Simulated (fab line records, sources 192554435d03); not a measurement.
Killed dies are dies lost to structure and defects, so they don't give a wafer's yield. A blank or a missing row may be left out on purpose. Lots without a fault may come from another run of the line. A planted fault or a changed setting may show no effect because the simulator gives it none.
Chamber matching | flow n5_finfet | N5_BEOL_M10_CURE_72 on uv_cure-02: 3 sister chambers
The step cures SiCOH lowk, time 120 s. 6 wafers are shown with their chamber, then 10 later ones without.

WAFERS WITH THEIR CHAMBER
wafer  | chamber | lamp_power_pct (%) | wafer_temp_C_max
L074.3 | 1       | 52.34              | 371.9
L074.5 | 1       | 52.28              | 372.0
L087.4 | 0       | 52.36              | 372.1
L087.5 | 0       | 52.32              | 372.0
L088.3 | 2       | 52.26              | 372.2
L088.5 | 2       | 52.20              | 372.1

WAFERS WITHOUT THEIR CHAMBER
wafer  | lamp_power_pct (%) | wafer_temp_C_max
L088.6 | 52.21              | 372.0
L094.3 | 52.25              | 372.4
L094.5 | 52.31              | 371.8
L094.6 | 52.28              | 372.6
L093.1 | 52.30              | 371.6
L093.3 | 52.32              | 372.3
L093.5 | 52.22              | 371.2
L097.1 | 52.30              | 372.0
L097.3 | 52.22              | 371.9
L097.4 | 52.30              | 371.9

WHICH CHAMBER EACH WENT THROUGH
wafer  | from the rows above          | in truth
L088.6 | can't be placed: 2 or 1 or 0 | 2
L094.3 | can't be placed: 2 or 0      | 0
L094.5 | can't be placed: 1 or 0      | 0
L094.6 | can't be placed: 2 or 0      | 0
L093.1 | can't be placed: 1 or 0      | 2
L093.3 | can't be placed: 2 or 0 or 1 | 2
L093.5 | can't be placed: 1 or 0      | 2
L097.1 | can't be placed: 1 or 0      | 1
L097.3 | can't be placed: 1 or 2 or 0 | 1
L097.4 | can't be placed: 1 or 0      | 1
Placed correctly: 0 of 10. Can't be placed from these rows: 10 (the true chamber is among the candidates in 8). Placed wrongly: 0.
How it was worked out, from the rows above alone: a wafer's distance from a chamber is the root of the sum, over the readings, of the square of ((its reading less the chamber's mean) divided by the reading's scatter). The wafer belongs to the nearest chamber; if the next one is less than 2 further off, it can't be placed. A chamber's mean is the mean of its shown wafers. The scatter: the root of (the sum of the squares of (reading less its chamber's mean) over the shown wafers, divided by (wafers less chambers)).
